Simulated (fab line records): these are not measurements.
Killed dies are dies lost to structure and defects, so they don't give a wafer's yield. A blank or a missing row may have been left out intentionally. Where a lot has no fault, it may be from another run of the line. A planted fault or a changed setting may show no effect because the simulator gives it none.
Struck lot and sound lot, side by side / flow n5 finfet / 32 out of 1938 route steps
Sound: the wafers L291.3, L291.5, L291.6. Struck: wafers L307.3, L307.5 (left out: L307.2, a lot-mate that was not struck); the cause follows at the end.
Per side, at each step with rows, come the tool, then ch with its chambers, and then its first start. Under that, the readings that differ: sound wafers / struck wafers / difference of the means / sigmas: that difference in standard deviations of wafers without a fault.
alike: readings with means less than 2 such deviations apart, plus words and numbers identical on both sides. not compared: withheld readings, readings lacking a value on some wafer, bounds such as >300 that could conceal the same value, and numbers that have no deviation in the record and whose values overlap.
The two part at a step that has a row with sigmas, a row that says differs or no value, or rows on one side only. Non-overlapping numbers with no deviation appear without sigmas and do not part them. A reading that every wafer of one side lacks parts them only if that side has two wafers or more.

first, 2 steps without rows for these wafers: N5_ZERO_LAYER_PRECLEAN_00 (cleans in SPM, time 600 s); N5_ZERO_LAYER_SRD_01 (time 30 s, dry time 30 s).
N5_ZERO_LAYER_PECVD_02: deposits SiO2 from SiH4/N2O, target thk 10 nm, time 6 s.
  sound on pecvd-04 ch 0,2, day 1 12:17; struck on pecvd-04 ch 2, day 5 12:17
  alike: heater power w, showerhead plenum p Torr, susceptor temp C
then, 13 steps without rows for these wafers: N5_ZERO_LAYER_HMDS_04 (time 60 s); N5_ZERO_LAYER_COAT_05 (resist thk 1000 nm); N5_ZERO_LAYER_EBR_07; N5_ZERO_LAYER_SOFTBAKE_06 (time 90 s); N5_ZERO_LAYER_EXPOSE_08 (exposes mask ZERO, defocus 0 nm, target cd 2000 nm); N5_ZERO_LAYER_PEB_09; N5_ZERO_LAYER_DEVELOP_10 (develop time 60 s); N5_ZERO_LAYER_HARDBAKE_23 (time 120 s); N5_ZERO_LAYER_DESCUM_16 (chemistry O2, time 7.9 s); N5_ZERO_LAYER_ETCH_17 (etches SiO2 in CF4, target depth 12 nm, time 13.3 s); N5_ZERO_LAYER_ETCH_18 (etches Si in HBr/Cl2, target depth 120 nm, time 40 s); N5_ZERO_LAYER_STRIP_24 (strips in O2); N5_ZERO_LAYER_STRIP_19 (strips in SPM, time 900 s).
N5_ZERO_LAYER_INSPECT_20: inspects for defects (darkfield).
  sound on defect inspect-01 at day 1 13:33; struck on defect inspect-01 at day 5 13:15
reading=raw defect count; sound=38 22 41; struck=527 528; difference=+494; sigmas=+31
then, 8 steps without rows for these wafers: N5_WELL_APT_HMDS_01 (time 60 s); N5_WELL_APT_COAT_02 (resist thk 950 nm); N5_WELL_APT_EBR_04; N5_WELL_APT_SOFTBAKE_03 (time 60 s); N5_WELL_APT_EXPOSE_05 (exposes mask NWELL, defocus 0 nm, target cd 200 nm); N5_WELL_APT_PEB_06 (peb time 90 s); N5_WELL_APT_DEVELOP_07 (develop time 45 s); N5_WELL_APT_HARDBAKE_12 (time 120 s).
N5_WELL_APT_INSPECT_10: inspects for defects (macro).
  sound on defect inspect-01 at day 1 13:55; struck on defect inspect-01 at day 5 13:44
reading=raw defect count; sound=5 1 3; struck=>300 >300; difference=differs; sigmas=
then, 3 steps without rows for these wafers: N5_WELL_APT_DESCUM_13 (chemistry O2, time 7.9 s); N5_WELL_APT_IMPLANT_14; N5_WELL_APT_IMPLANT_15.
N5_WELL_APT_INSPECT_38: inspects for defects (darkfield).
  sound on defect inspect-01 at day 1 18:46; struck on defect inspect-02 at day 5 17:24
reading=raw defect count; sound=25 7 9; struck=503 507; difference=+491; sigmas=+99 or more
-- a jump in the record: the struck wafers' starts before and after are 6 days apart (it breaks off in module WELL_APT and resumes in module BEOL_M4, where the first step shown is number 1111 of the route) --
N5_BEOL_M4_RC_MEAS_101:
  sound on prober-02 ch 0, day 7 23:16; struck on prober-01 ch 0, day 12 00:28
  alike: DIBL_N, DIBL_P, IOFF_N, IOFF_P, ION_N, ION_P, SS_N, SS_P, VT_N, VT_P
-- record jumps: 5 days separate the struck wafers' starts on either side; left off in module BEOL_M4, taken up again in module PASSIVATION, whose first shown step is the route's number 1936 --
N5_PASSIVATION_PROBE_49:
  record: rows for the struck wafers here (prober-01, day 16 14:53), none for the sound ones

WHERE THEY PART
Last at N5_PASSIVATION_PROBE_49 as far as this record goes, first at N5_ZERO_LAYER_INSPECT_20.

WHY: what the simulator had put in
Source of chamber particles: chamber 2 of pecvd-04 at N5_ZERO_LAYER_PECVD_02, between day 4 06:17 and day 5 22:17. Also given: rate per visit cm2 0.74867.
